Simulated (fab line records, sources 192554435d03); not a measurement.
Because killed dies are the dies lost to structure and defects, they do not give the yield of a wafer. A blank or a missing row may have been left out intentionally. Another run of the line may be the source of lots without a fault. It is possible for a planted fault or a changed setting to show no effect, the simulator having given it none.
The same fault as seen by 3 desks	flow n5-finfet	each desk has only its own numbers; what lay behind them comes last

== THE METROLOGY DESK ==
Lot by lot, what the gauges showed, no matter which tool ran the lot: averages of those sampled wafers that carry a number. Any lot whose mean is over 4 standard deviations away from the usual mean is out of limits and marked OUT; that distance is given in the brackets. 7 of its 10 readings are shown, namely those furthest out on some lot.
Columns: A = DIBL_N at N5_BEOL_M4_RC_MEAS_101, usual 37.1 mV/V; B = IOFF_N at N5_BEOL_M4_RC_MEAS_101, usual 0.18 nA/um; C = IOFF_P at N5_BEOL_M4_RC_MEAS_101, usual 0.25 nA/um; D = ION_N at N5_BEOL_M4_RC_MEAS_101, usual 678 uA/um; E = ION_P at N5_BEOL_M4_RC_MEAS_101, usual 467 uA/um; F = SS_P at N5_BEOL_M4_RC_MEAS_101, usual 73.7 mV/dec; G = VT_P at N5_BEOL_M4_RC_MEAS_101, usual -248 mV
lot	first seen here	A	B	C	D	E	F	G
L617	day 12 18:19	41.2	0.24	0.34	692	475	74.7	-244
L623	day 14 00:38	36.1	0.16	0.24	664	461	73.4	-249
L627	day 14 04:12	34.2	0.13	0.19	662	458	73.0	-252
L630	day 14 15:12	38.9	0.20	0.32	686	475	74.2	-242
L632	day 15 12:49	37.1	0.18	0.23	679	463	73.8	-250
L633	day 15 15:04	36.2	0.15	0.22	667	461	73.6	-250
Result from this desk: across the 6 lots, nothing is out of limits.

== THE DEFECT DESK ==
Inspection counts along the route, by lot: the mean over sampled wafers that carry a number. Any lot whose mean is over 4 standard deviations away from the usual mean is out of limits and marked OUT; that distance is given in the brackets.
Columns: A = raw-defect-count at N5_START_INSPECT_01, usual 5.5
lot	first seen here	A
L617	day 2 12:02	3.7
L623	day 4 00:02	4.0
L627	day 5 00:02	3.5
L630	day 5 18:02	5.7
L632	day 6 06:02	5.3
L633	day 6 12:02	5.7
Result from this desk: across the 6 lots, nothing is out of limits.

== FOR THE TOOL OWNER'S DESK: pecvd-01 ==
The tool's own readings at N5_ZERO_LAYER_PECVD_02 (deposits SiO2 from SiH4/N2O, target thk 10 nm, time 6 s): means of the sampled wafers that have a number, for each lot that ran on this tool. Any lot whose mean is over 4 standard deviations away from the usual mean is out of limits and marked OUT; that distance is given in the brackets.
Columns: A = chamber-pressure-Torr at N5_ZERO_LAYER_PECVD_02, usual 0.7503 Torr; B = heater-power-w at N5_ZERO_LAYER_PECVD_02, usual 805 W; C = showerhead-plenum-p-Torr at N5_ZERO_LAYER_PECVD_02, usual 8.08 Torr
lot	first seen here	A	B	C
L623	day 4 00:17	0.7490	842	8.17
L627	day 5 00:17	0.7491	825	8.08
L630	day 5 18:20	0.7510	821	8.16
Result from this desk: across the 3 lots, nothing is out of limits.

== TAKEN TOGETHER ==
Metrology desk: nothing out of limits seen.
No out-of-limits result turned up at the defect desk.
The desk of the tool owner found nothing out of limits.

== WHAT THE SIMULATOR HAD INSERTED ==
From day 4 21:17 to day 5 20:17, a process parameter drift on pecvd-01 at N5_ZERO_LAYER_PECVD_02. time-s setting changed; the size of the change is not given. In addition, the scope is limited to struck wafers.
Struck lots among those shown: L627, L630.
